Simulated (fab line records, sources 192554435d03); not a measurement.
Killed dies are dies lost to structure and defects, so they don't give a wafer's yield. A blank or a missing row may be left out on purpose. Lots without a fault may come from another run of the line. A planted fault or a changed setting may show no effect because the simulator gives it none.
Chamber matching | flow n5_finfet | N5_HKMG_FIN_STRIP_89 on rie_diel-03: 4 sister chambers
The step strips SOC in N2/H2, time 20 s. 4 wafers are shown with their chamber, then 12 later ones without.

WAFERS WITH THEIR CHAMBER
wafer  | chamber | showerhead_plenum_p_Torr (Torr)
L087.6 | 3       | 3.19
L088.1 | 2       | 3.52
L088.2 | 0       | 3.46
L088.3 | 1       | 3.55

WAFERS WITHOUT THEIR CHAMBER
wafer  | showerhead_plenum_p_Torr (Torr)
L089.1 | 3.52
L089.4 | 3.46
L089.6 | 3.55
L093.1 | 3.52
L093.4 | 3.18
L093.6 | 3.45
L096.1 | 3.45
L096.3 | 3.54
L096.5 | 3.18
L097.2 | 3.54
L097.4 | 3.45
L097.6 | 3.54

WHICH CHAMBER EACH WENT THROUGH
wafer  | from the rows above     | in truth
L089.1 | 2                       | 2
L089.4 | 0                       | 0
L089.6 | 1                       | 1
L093.1 | 2                       | 2
L093.4 | 3                       | 3
L093.6 | 0                       | 0
L096.1 | 0                       | 0
L096.3 | can't be placed: 1 or 2 | 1
L096.5 | 3                       | 3
L097.2 | can't be placed: 1 or 2 | 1
L097.4 | 0                       | 0
L097.6 | can't be placed: 1 or 2 | 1
Placed correctly: 9 of 12. Can't be placed from these rows: 3 (the true chamber is among the candidates in 3). Placed wrongly: 0.
How it was worked out, from the rows above alone: a wafer's distance from a chamber is the root of the sum, over the readings, of the square of ((its reading less the chamber's mean) divided by the reading's scatter). The wafer belongs to the nearest chamber; if the next one is less than 2 further off, it can't be placed. A chamber's mean is the mean of its shown wafers. The scatter: with one shown wafer a chamber, the root of the mean of the squares of how far each hidden wafer lies from its nearest shown one.
